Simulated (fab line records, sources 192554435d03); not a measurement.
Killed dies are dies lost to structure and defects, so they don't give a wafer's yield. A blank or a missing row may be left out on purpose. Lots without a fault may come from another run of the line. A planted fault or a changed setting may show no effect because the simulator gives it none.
fab line records | flow n5_finfet
record lots=12 wafers=35 last_day=19
route steps=1938 shown BEOL_M5@1169 PASSIVATION@1936
lots that met no fault: from a run of the same line without faults
start_h: hours from the record's first day to the start of the lot's first wafer shown | wait_h: hours since the lot's step before | " the same as in the row above | L1.1+2: a row that stands for several wafers | - no value, or no start given | * or withheld: withheld | < > ~ a bound
route shown NAME@n: a module of which the file shows steps, and the number in the route of the first | usual: mean/standard deviation of fault-free wafers | same: alike in all rows | chamber/n: place in a boat | sites: the reading at each site | _std_site: their standard deviation | _edge_site: outer sites' mean less inner sites' | radius_mm: how far each site lies from the wafer's centre | mask NAME#n: copy n | behind: the tool/chamber that last shaped the wafer | hold: why the lot was held/for how many hours/how that ended | device: the transistor (n, p or np) that didn't switch | end of line: the same wafers' tests at the end of the route | a step without rows: its recipe alone | killed: dies lost to structure and defects at the first sort, not the wafer's yield | map: a wafer's dies, x killed, . not, _ none there
set.NAME: the setting as run; set.NAME@STEP: as run at that earlier step | model.NAME: the simulator's own value behind a step, which no gauge read
steps of the route over a sample of lots; a table a step, a row a wafer
services: from which hour (start_h, from the record's first day; less than 0 if before it) a tool's chamber was out of use, for how many hours, and why
## steps
# step N5_BEOL_M5_CURE_80
# recipe temp_c=370 time_s=120 ambient=DMADMS/He material=SiCOH_lowk
# usual lamp_power_pct=52.31/0.049 wafer_temp_C_max=371.8/0.61
# columns lot.wafer tool chamber start_h wait_h lamp_power_pct wafer_temp_C_max
L353.1 uv_cure-03 1 182.97 0.0 52.27 371.8
L353.5 " 1 " " 52.28 371.6
L353.6 " 1 " " 52.24 372.1
L354.2 uv_cure-02 0 202.35 0.1 52.31 373.2
L354.5 " 0 " " 52.32 372.5
L354.6 " 0 " " 52.33 371.9
L356.1 uv_cure-03 0 212.31 0.3 52.31 371.3
L356.3 " 0 " " 52.34 371.3
L356.6 " 0 " " 52.32 372.0
L358.1 uv_cure-01 1 212.35 0.3 52.41 371.3
L358.3 " 1 " " 52.25 371.5
L358.4 " 1 " " 52.40 371.5
L357.4 uv_cure-01 2 219.24 0.2 52.31 371.7
L357.5 " 2 " " 52.30 372.0
L357.6 " 2 " " 52.36 371.0
L360.2 uv_cure-02 0 224.17 0.1 52.25 372.6
L360.3 " 0 " " 52.30 371.6
L360.5 " 0 " " 52.35 372.2
L362.3 uv_cure-01 0 239.49 0.1 52.26 371.2
L362.4 " 0 " " 52.45 371.0
L362.5 " 0 " " 52.28 372.2
L363.1 uv_cure-01 2 258.74 0.0 52.31 370.9
L363.4 " 2 " " 52.32 371.2
L363.6 " 2 " " 52.30 371.5
L367.1 uv_cure-03 1 275.80 0.0 52.35 371.7
L367.3 " 1 " " 52.29 371.8
L367.5 " 1 " " 52.35 372.5
L370.2 uv_cure-02 0 295.85 0.1 52.31 373.1
L370.3 " 0 " " 52.34 372.3
L370.4 " 0 " " 52.27 371.7
L375.1 uv_cure-02 0 322.64 0.0 52.30 371.9
L375.3 " 0 " " 52.32 372.3
L375.5 " 0 " " 52.32 372.5
L376.4 uv_cure-03 1 347.46 0.2 52.27 372.4
L376.5 " 1 " " 52.36 372.4
# step N5_BEOL_M5_PRE_CLEAN_45
# recipe gas=H2/He time_s=30 temp_c=250
# usual heater_power_w=333/33
# columns lot.wafer tool chamber start_h wait_h heater_power_w
L353.1 pvd_sputter-02 - 185.20 0.0 381
L353.5 " - " " 373
L353.6 " - " " 283
L354.2 pvd_sputter-01 - 203.14 0.0 357
L354.5 " - " " 425
L354.6 " - " " 328
L356.1 pvd_sputter-01 - 212.78 0.0 359
L356.3 " - " " 406
L356.6 " - " " 327
L358.1 pvd_sputter-03 - 212.82 0.0 319
L358.3 " - " " 325
L358.4 " - " " 319
L357.4 pvd_sputter-01 - 220.22 0.0 311
L357.5 " - " " 301
L357.6 " - " " 415
L360.2 pvd_sputter-03 - 224.79 0.0 323
L360.3 " - " " 329
L360.5 " - " " 334
L362.3 pvd_sputter-01 - 241.09 0.0 338
L362.4 " - " " 364
L362.5 " - " " 301
L363.1 pvd_sputter-01 - 259.61 0.0 354
L363.4 " - " " 312
L363.6 " - " " 360
L367.1 pvd_sputter-02 - 277.00 0.0 373
L367.3 " - " " 343
L367.5 " - " " 336
L370.2 pvd_sputter-03 - 296.41 0.0 320
L370.3 " - " " 337
L370.4 " - " " 328
L375.1 pvd_sputter-03 - 323.06 0.0 318
L375.3 " - " " 321
L375.5 " - " " 325
L376.4 pvd_sputter-03 - 347.85 0.0 313
L376.5 " - " " 311
# step N5_BEOL_M5_ALD_86
# recipe material=TaN target_thk_a=* temp_c=275 ald_precursor_family=PDMAT ald_co_reactant=NH3 pressure_torr=3 carrier_flow_sccm=1500 pulse_time_s=2 purge_time_s=3 co_reactant_purge_time_s=2 co_reactant_pulse_time_s=3 ald_cycles=30 precursor_vessel_temp_c=75 precursor_vessel_pressure_torr=26.25 precursor_vessel_carrier_sccm=1000
# usual ald_cycles=30/0 heater_power_w=402/48 precursor_vessel_temp_c=75.00/0.12
# columns lot.wafer tool chamber start_h wait_h ald_cycles heater_power_w precursor_vessel_temp_c
L353.1 ald_metal-03 3 185.26 0.0 30 379 74.99
L353.5 " 3 " " 30 366 74.99
L353.6 " 2 " " 30 435 74.93
L354.2 ald_metal-02 0 203.22 0.0 30 328 75.04
L354.5 " 2 " " 30 351 74.86
L354.6 " 3 " " 30 395 74.78
L356.1 ald_metal-02 3 212.84 0.0 30 403 74.87
L356.3 " 2 " " 30 347 75.22
L356.6 " 0 " " 30 334 75.03
L358.1 ald_metal-03 1 212.91 0.1 30 433 75.22
L358.3 " 3 " " 30 372 74.94
L358.4 " 2 " " 30 436 75.17
L357.4 ald_metal-04 0 220.28 0.0 30 518 74.96
L357.5 " 2 " " 30 410 74.99
L357.6 " 3 " " 30 406 75.16
L360.2 ald_metal-02 3 224.87 0.1 30 394 74.84
L360.3 " 1 " " 30 396 74.91
L360.5 " 2 " " 30 347 74.76
L362.3 ald_metal-04 1 241.31 0.2 30 424 74.87
L362.4 " 3 " " 30 421 74.91
L362.5 " 3 " " 30 405 75.15
L363.1 ald_metal-03 0 259.76 0.1 30 381 74.84
L363.4 " 3 " " 30 370 74.95
L363.6 " 0 " " 30 375 74.90
L367.1 ald_metal-03 3 277.06 0.0 30 376 74.97
L367.3 " 0 " " 35 377 75.02
L367.5 " 2 " " 35 435 74.92
L370.2 ald_metal-04 3 296.54 0.1 30 410 75.17
L370.3 " 2 " " 30 408 75.09
L370.4 " 0 " " 30 522 74.93
L375.1 ald_metal-02 2 323.12 0.0 30 345 74.94
L375.3 " 0 " " 30 332 74.93
L375.5 " 3 " " 30 398 74.97
L376.4 ald_metal-04 1 347.92 0.1 30 421 75.28
L376.5 " 3 " " 30 408 74.84
# step N5_BEOL_M5_ANNEAL_49
# recipe temp_c=400 time_s=1800 ambient=vacuum
# usual heater_power_w=825/87
# columns lot.wafer tool chamber start_h wait_h heater_power_w
L353.1 pvd_sputter-02 - 186.10 0.0 725
L353.5 " - " " 708
L353.6 " - " " 936
L354.2 pvd_sputter-03 - 203.77 0.0 809
L354.5 " - " " 795
L354.6 " - " " 809
L356.1 pvd_sputter-02 - 216.73 0.0 723
L356.3 " - " " 853
L356.6 " - " " 832
L358.1 pvd_sputter-03 - 217.58 0.0 801
L358.3 " - " " 818
L358.4 " - " " 822
L357.4 pvd_sputter-02 - 221.16 0.0 932
L357.5 " - " " 724
L357.6 " - " " 917
L360.2 pvd_sputter-02 - 225.59 0.0 877
L360.3 " - " " 711
L360.5 " - " " 844
L362.3 pvd_sputter-01 - 242.02 0.0 881
L362.4 " - " " 765
L362.5 " - " " 1032
L363.1 pvd_sputter-03 - 260.50 0.0 787
L363.4 " - " " 807
L363.6 " - " " 799
L367.1 pvd_sputter-02 - 277.90 0.0 715
L367.3 " - " " 928
L367.5 " - " " 851
L370.2 pvd_sputter-02 - 297.38 0.0 958
L370.3 " - " " 709
L370.4 " - " " 714
L375.1 pvd_sputter-02 - 324.11 0.0 727
L375.3 " - " " 857
L375.5 " - " " 726
L376.4 pvd_sputter-03 - 348.89 0.0 792
L376.5 " - " " 815
# step N5_PASSIVATION_PROBE_49
# usual defect_limited_yield=91.3/1.4 killed_at_M0_to_M3=36/10 killed_at_M4_up=13/5.4 killed_at_contacts=12/5.3 killed_at_front_end=39/10 killed_at_other=3.2/2.7 killed_dies=103/16 killed_open=68/13 killed_short=33/6.6 sort_bin_4_leakage=0.01/0.031 sort_bin_5_function=5.1/0.92 sort_bin_6_memory=3.3/0.68 sort_bin_8_speed=0.1/0.41 sort_n_pass=1077/17 sort_yield_pct=91.2/1.4
# same gross_dies=1180 killed_at_back_side=0
# columns lot.wafer tool chamber start_h wait_h defect_limited_yield[%] killed_at_M0_to_M3 killed_at_M4_up killed_at_contacts killed_at_front_end killed_at_other killed_dies killed_open killed_short sort_bin_4_leakage[%] sort_bin_5_function[%] sort_bin_6_memory[%] sort_bin_8_speed[%] sort_n_pass sort_yield_pct[%]
L363.1 prober-01 - 351.59 0.0 90.3 51 16 17 30 0 114 72 41 0 5.9 3.6 0 1066 90.3
L363.4 prober-01 - 351.74 0.2 89.8 49 23 22 21 5 120 85 31 0 5.9 3.8 0 1060 89.8
L363.6 prober-01 - 351.84 0.3 90.8 43 12 10 39 4 108 72 36 0 4.9 3.9 0 1072 90.8
L367.1 prober-02 - 374.82 0.0 90.4 37 14 10 52 0 113 62 36 0 5.2 2.9 0 1067 90.4
L367.3 prober-02 - 374.92 0.1 91.8 31 20 13 33 0 97 77 19 0 5.5 2.7 0 1083 91.8
L367.5 prober-02 - 375.02 0.2 92.6 34 10 16 27 0 87 54 31 0 4.2 3.0 0 1093 92.6
L370.2 prober-01 - 402.41 0.1 94.0 19 13 9 29 1 71 54 16 0 4.2 1.6 0 1109 94.0
L370.3 prober-01 - 402.46 0.1 90.6 32 2 23 50 4 111 74 37 0 6.0 3.1 0 1069 90.6
L370.4 prober-01 - 402.51 0.2 92.5 23 12 22 29 2 88 64 24 0 4.5 2.7 0 1092 92.5
# killed by level:class
L363.1 MOL_CONTACT_COAG:geometric_particle:open=15 FIN_SAQP:geometric_particle:short=11 BEOL_M3:geometric_particle:open=11 BEOL_M0_SAQP:geometric_particle:short=11 BEOL_M2:geometric_particle:open=9 BEOL_M1:geometric_particle:open=8 STI_FIN_REVEAL:geometric_particle:open=6 GATE_CUT:geometric_particle:short=5
L363.4 MOL_CONTACT_COAG:geometric_particle:open=16 BEOL_M0_SAQP:geometric_particle:open=10 BEOL_M4:geometric_particle:open=9 BEOL_M2:geometric_particle:open=8 BEOL_M0:geometric_particle:open=7 BEOL_M3:geometric_particle:open=7 MOL_CONTACT_COAG:geometric_particle:short=6 BEOL_M0_SAQP:geometric_particle:short=6
L363.6 BEOL_M2:geometric_particle:open=13 FIN_SAQP:geometric_particle:open=11 BEOL_M0_SAQP:geometric_particle:short=9 MOL_CONTACT_COAG:geometric_particle:open=8 BEOL_M4:geometric_particle:open=7 BEOL_M0_SAQP:geometric_particle:open=5 FIN_SAQP:geometric_particle:short=4 DUMMY_GATE:geometric_particle:open=4
L367.1 BEOL_M0_SAQP:geometric_particle:short=15 HKMG_FIN:area_etch=13 FIN_SAQP:geometric_particle:open=12 BEOL_M0_SAQP:geometric_particle:open=9 MOL_CONTACT_COAG:geometric_particle:open=8 BEOL_M4:geometric_particle:open=8 FIN_SAQP:geometric_particle:short=5 BEOL_M1:geometric_particle:open=5
L367.3 MOL_CONTACT_COAG:geometric_particle:open=11 BEOL_M1:geometric_particle:open=9 BEOL_M0_SAQP:geometric_particle:open=8 BEOL_M4:geometric_particle:open=8 DUMMY_GATE:geometric_particle:open=7 FIN_SAQP:geometric_particle:open=6 BEOL_M0_SAQP:geometric_particle:short=5 BEOL_M0:geometric_particle:open=5
L367.5 BEOL_M0_SAQP:geometric_particle:open=12 MOL_CONTACT_COAG:geometric_particle:open=10 FIN_SAQP:geometric_particle:short=8 BEOL_M0:geometric_particle:open=7 MOL_CONTACT_COAG:geometric_particle:short=6 BEOL_M0_SAQP:geometric_particle:short=6 FIN_SAQP:geometric_particle:open=4 BEOL_M1:geometric_particle:open=4
L370.2 STI_FIN_REVEAL:geometric_particle:open=11 BEOL_M4:geometric_particle:open=8 MOL_CONTACT_COAG:geometric_particle:open=6 ILD0:geometric_particle:open=4 BEOL_M0_SAQP:geometric_particle:short=4 BEOL_M0:geometric_particle:open=4 BEOL_M2:geometric_particle:open=4 MOL_CONTACT_COAG:geometric_particle:short=3
L370.3 MOL_CONTACT_COAG:geometric_particle:open=17 FIN_SAQP:geometric_particle:short=10 STI_FIN_REVEAL:geometric_particle:open=10 BEOL_M1:geometric_particle:open=10 BEOL_M2:geometric_particle:open=10 FIN_SAQP:geometric_particle:open=8 GATE_CUT:geometric_particle:short=7 MOL_CONTACT_COAG:geometric_particle:short=6
L370.4 MOL_CONTACT_COAG:geometric_particle:open=16 BEOL_M2:geometric_particle:open=8 MOL_CONTACT_COAG:geometric_particle:short=6 BEOL_M4:geometric_particle:open=6 FIN_SAQP:geometric_particle:open=5 STI_FIN_REVEAL:geometric_particle:open=5 DUMMY_GATE:geometric_particle:open=5 BEOL_M3:geometric_particle:open=4
## services
# columns tool chamber start_h hours kind
ald_metal-04 3 168.42 11.1 repair
uv_cure-01 - 197.93 6.0 pm
ald_metal-03 2 203.26 5.1 repair
uv_cure-02 - 205.98 6.8 repair
ald_metal-03 2 240.58 5.5 repair
ald_metal-04 - 269.51 0.6 repair
uv_cure-03 - 273.94 0.3 repair
uv_cure-03 - 312.76 7.5 pm
uv_cure-02 - 327.01 7.5 pm
uv_cure-03 - 332.94 0.5 repair
ald_metal-02 - 337.49 14.0 pm
ald_metal-02 0 337.49 14.0 vent_cycle
ald_metal-02 1 337.49 14.0 vent_cycle
ald_metal-02 2 337.49 14.0 vent_cycle
ald_metal-02 3 337.49 14.0 vent_cycle
ald_metal-04 - 340.87 6.0 pm
## key
first_sign step=N5_BEOL_M5_ALD_86 reading=ald_cycles direction=up sigmas=99+ usual=* struck=*
effect none on later readings
met_at N5_BEOL_M5_ALD_86
struck_lots L367
struck_wafers L367.3,L367.5
baseline_loss step=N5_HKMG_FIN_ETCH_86 wafers=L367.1
not_acting_at N5_BEOL_M5_CURE_80,N5_BEOL_M5_PRE_CLEAN_45,N5_BEOL_M5_ANNEAL_49
onset_between 259.76 277.06
fault kind=process_parameter_drift tool=ald_metal-03 chamber=- onset_h=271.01 steps=N5_BEOL_M5_ALD_86 channel=ald_cycles offset=* shape=step end_h=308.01 scope=struck_wafers_only acts_in=* stated=*
# baseline_loss: these wafers lose ten dies or more at that step, a loss of the line's own and not of a fault; the sort's usual values leave them out
